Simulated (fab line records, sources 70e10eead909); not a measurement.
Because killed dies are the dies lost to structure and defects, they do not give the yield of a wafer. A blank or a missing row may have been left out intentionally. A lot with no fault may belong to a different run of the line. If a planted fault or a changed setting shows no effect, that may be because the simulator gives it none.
Chamber matching | flow nand-harc | NHARC_P_M1_DESCUM_14 on rie-diel-04: 4 sister chambers
The step chemistry O2, time 3 s. 4 wafers are shown with their chamber, then 8 later ones without.

## WAFERS PAIRED WITH THEIR CHAMBERS
wafer  | chamber | drypump-motor-current-A (A)
L086.4 | 3       | 5.2
L088.4 | 0       | 6.3
L089.6 | 1       | 5.8
L091.3 | 2       | 5.1

## WAFERS WITH NO CHAMBER GIVEN
wafer  | drypump-motor-current-A (A)
L091.5 | 5.8
L091.6 | 5.2
L092.1 | 5.2
L092.3 | 5.8
L092.4 | 6.4
L094.1 | 5.8
L094.2 | 5.1
L094.5 | 5.1

## WHICH CHAMBER EACH WENT THROUGH
wafer  | from the rows above | in truth
L091.5 | 1                   | 1
L091.6 | 3                   | 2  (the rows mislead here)
L092.1 | 3                   | 3
L092.3 | 1                   | 1
L092.4 | 0                   | 0
L094.1 | 1                   | 1
L094.2 | 2                   | 2
L094.5 | 2                   | 2
Placed correctly: 7 of 8. Not placeable from these rows: 0. Number placed wrongly: 1.
How it was worked out, from the rows above alone: a wafer's distance from a chamber is the root of the sum, over the readings, of the square of ((its reading less the chamber's mean) divided by the reading's scatter). If the next closest chamber is less than 2 further off than the closest, the wafer can't be placed; otherwise it belongs to the closest. The mean given for a chamber averages the wafers shown for that chamber. The scatter: with one shown wafer a chamber, the root of the mean of the squares of how far each hidden wafer lies from its nearest shown one.
